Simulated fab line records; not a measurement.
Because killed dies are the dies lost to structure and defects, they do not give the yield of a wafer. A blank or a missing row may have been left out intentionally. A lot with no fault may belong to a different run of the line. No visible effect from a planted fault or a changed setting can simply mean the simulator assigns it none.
Comparing a struck lot with a sound one	flow nand harc	18 steps out of a route of 1159
Sound: the wafers L803.1, L803.3, L803.6. Struck: wafers L809.4, L809.5, L809.6. The cause is named last.
For every step that has rows: the tool of each side, followed by ch and its chambers, followed by its first start. Under that, the readings that differ: sound wafers	struck wafers	difference of the means	sigmas: that difference in standard deviations of wafers without a fault.
alike: words and numbers the same on both sides, and readings whose means are apart by under 2 such deviations; not compared: readings that were withheld, readings missing a value for some wafer, numbers with overlapping values and no deviation given by the record, and bounds like >300 which may hide the same value.
Wherever a step has rows on one side only, a row that says differs or no value, or a row with sigmas, the two part there. Non-overlapping numbers with no deviation appear without sigmas and do not part them. A reading missing from all wafers of one side parts the sides only when that side holds two or more wafers.

NHARC_P_GATE_CD_MEAS_59: the cd target is 720 nm.
  sound on cd sem-02 ch 0, day 6 08:41; struck on cd sem-02 ch 0, day 7 19:25
  alike: cd nm
then, 1 step without rows for these wafers: NHARC_P_GATE_HARDBAKE_60 (time 80 s).
NHARC_P_GATE_DESCUM_61: chemistry O2, time 3 s.
  sound on rie diel-11 ch 1,2,3, day 6 08:52; struck on rie diel-09 ch 0,2,3, day 7 19:35
  alike: chamber pressure mTorr, drypump motor current A, oes product au, rf vpp V, showerhead plenum p Torr, throttle valve pct
  not compared: rf hours counter h
next, for these wafers, 1 step has no rows: NHARC_P_GATE_IMPLANT_62.
NHARC_P_GATE_STRIP_112: strips in N2/H2, time 200 s.
  sound on plasma asher-01 ch 1, day 6 09:13; struck on plasma asher-02 ch 0,1, day 7 20:05
reading	sound	struck	difference	sigmas
drypump motor current A (A)	4.9 4.9 4.8	6.5 5.8 6.6	+1.4	+2
  alike: heater power w
  not compared: rf hours counter h
NHARC_P_GATE_STRIP_76: strips in O2.
  sound on plasma asher-01 ch 1, day 6 09:28; struck on plasma asher-02 ch 0,1, day 7 20:16
reading	sound	struck	difference	sigmas
drypump motor current A (A)	4.8 4.8 4.8	6.6 5.8 6.6	+1.5	+3
  alike: heater power w
  not compared: rf hours counter h
then, 6 steps without rows for these wafers: NHARC_P_GATE_STRIP_63 (strips in SPM, time 900 s); NHARC_P_GATE_DEHYDRATE_83 (time 120 s); NHARC_P_GATE_HMDS_84 (time 30 s); NHARC_P_GATE_COAT_85; NHARC_P_GATE_SOFTBAKE_86 (time 95 s); NHARC_P_GATE_EBR_87.
NHARC_P_GATE_EXPOSE_88: exposes mask P HVN, target cd 2000 nm.
  sound on krf scanner-03 ch 0, day 6 10:14; struck on krf scanner-03 ch 0, day 7 20:55
reading	sound	struck	difference	sigmas
mask	P_HVN#0 P_HVN#0 P_HVN#0	P_PSD#0 P_PSD#0 P_PSD#0	differs	
then, 2 steps without rows for these wafers: NHARC_P_GATE_PEB_89 (peb time 85 s); NHARC_P_GATE_DEVELOP_90 (time 70 s).
NHARC_P_GATE_CD_MEAS_91: the cd target is 2000 nm.
  sound on cd sem-02 ch 0, day 6 10:23; struck on cd sem-01 ch 0, day 7 21:04
reading	sound	struck	difference	sigmas
cd nm (nm)	2002.1 2004.0 2001.6	- - -	no value on the struck wafers	
then, 1 step without rows for these wafers: NHARC_P_GATE_HARDBAKE_92 (time 80 s).
-- record jumps: 14 days between struck wafers' starts before vs after; left off in module P_GATE, resumes in module END, first step shown is number 1159 of the route --
NHARC_END_SORT_01:
  sound on prober-02 ch 0, day 20 11:48; struck on prober-02 ch 0, day 21 14:25
reading	sound	struck	difference	sigmas
killed at periphery	5 7 7	646 639 644	+637	+99 or more
killed dies	24 27 25	677 677 677	+652	+74
  alike: killed at array, killed at other, killed open, killed short

## WHERE THEY PART
Earliest at NHARC_P_GATE_STRIP_112; latest, in this record, at NHARC_END_SORT_01.

WHY: whatever the simulator had introduced
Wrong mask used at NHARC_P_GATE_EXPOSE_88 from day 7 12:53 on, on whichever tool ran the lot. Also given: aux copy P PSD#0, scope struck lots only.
